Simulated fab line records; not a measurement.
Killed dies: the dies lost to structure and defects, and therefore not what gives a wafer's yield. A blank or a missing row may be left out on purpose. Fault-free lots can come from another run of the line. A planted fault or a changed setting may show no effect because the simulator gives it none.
Split-lot trial ; flow n5_finfet ; on a route of 1938 steps: 7 lots, 21 wafers read

ON THE SPLIT
At N5_DUMMY_GATE_DESCUM_20 (chemistry O2, time 6.2 s), the setting time_s was moved away from the recipe's 6.2 s on 7 of the 21 wafers read, by -8.2% to +15.7%. For the rest of the wafers, this setting stayed at what the recipe calls for.

The reading is taken at the split's own step.

THE READING
CAR-EUV_of_DUMMY_GATE_COAT_09.thk_nm (the simulator's own value, which no gauge read), in nm, at N5_DUMMY_GATE_DESCUM_20 (chemistry O2, time 6.2 s). No usual value for it is given in the file. The 14 wafers here that ran the recipe average 26.5 nm, standard deviation 0.09 nm.

wafer;tool, chamber at the split;time_s as run, s;against the recipe;CAR-EUV_of_DUMMY_GATE_COAT_09.thk_nm, nm;against lot-mates on the recipe
L082.1;rie_diel-02, 1,2,2;6.2;recipe;26.4;-
L082.4;rie_diel-02, 1,2,2;6.2;recipe;26.4;-
L082.5;rie_diel-02, 1,2,2;6.2;recipe;26.4;-
L083.1;rie_diel-02, 0;6.584;+6.2%;26.4;+0.0
L083.3;rie_diel-02, 1;6.584;+6.2%;26.2;-0.2
L083.4;rie_diel-02, 3;6.2;recipe;26.4;-
L084.1;rie_diel-04, 3,1,1;6.2;recipe;26.4;-
L084.2;rie_diel-04, 3,1,1;6.2;recipe;26.4;-
L084.6;rie_diel-04, 3,1,1;6.2;recipe;26.4;-
L085.1;rie_diel-02, 1,3;5.694;-8.2%;26.6;+0.2
L085.4;rie_diel-02, 1,3;5.694;-8.2%;26.6;+0.2
L085.2;rie_diel-02, 2;6.2;recipe;26.4;-
L087.1;rie_diel-02, 3,1;7.099;+14.5%;26;-0.4
L087.5;rie_diel-02, 3,1;7.099;+14.5%;26;-0.4
L087.2;rie_diel-02, 2;6.2;recipe;26.4;-
L095.1;rie_diel-02, 3;6.2;recipe;26.4;-
L095.3;rie_diel-02, 0;6.2;recipe;26.6;-
L095.6;rie_diel-02, 0;6.2;recipe;26.6;-
L097.1;rie_diel-04, 3,1;6.2;recipe;26.6;-
L097.4;rie_diel-04, 3,1;6.2;recipe;26.6;-
L097.2;rie_diel-04, 0;7.174;+15.7%;26;-0.6
Where a row lists several chambers, the file gives one row for several wafers and doesn't say which wafer went through which chamber.

THE FIT
A straight line over all 21 wafers: CAR-EUV_of_DUMMY_GATE_COAT_09.thk_nm changes by -0.0276 nm for each +1% of time_s; r = -0.89; the points scatter about the line by 0.089 nm.
The same after taking each lot's own level away (the mean of its wafers on the recipe; 21 wafers): -0.0291 nm for each +1%; r = -0.94; scatter 0.066 nm.
On that fit, the largest move of time_s shifts the reading by 0.46 nm.
The span of the lots' own levels, 26.40 to 26.60 nm, comes to 2.2 times the standard deviation stated above.
Consequently the slope shifts little with the lot-to-lot level, the two slopes agreeing.
Check: with one of the wafers moved furthest among these (+15.7%) left out of the fit, the line predicts -0.4 nm for it against its lot-mates. Against them it came out at -0.6 nm.

THESE WAFERS: OTHER SPLITS
These wafers also went through other splits before the reading. Each is held against what the fit with the lots' levels taken away leaves over:
other split on the same wafers;wafers away from the commonest value;r with CAR-EUV_of_DUMMY_GATE_COAT_09.thk_nm (lot level and that fit taken away)
N5_PMOS_HMC_CHANNEL_EPI_PEB_07 peb_time_s;9;-0.30
N5_FIN_SAQP_ETCH_65 time_s;6;+0.46
N5_FIN_CUT_CUT_ETCH_26 time_s;4;+0.05
N5_DUMMY_GATE_EXPOSE_12 dose_mj;10;+0.09

FILE'S OWN FIT
CAR-EUV_of_DUMMY_GATE_COAT_09.thk_nm changes by -0.0311 nm for each +1% of time_s, r = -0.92.
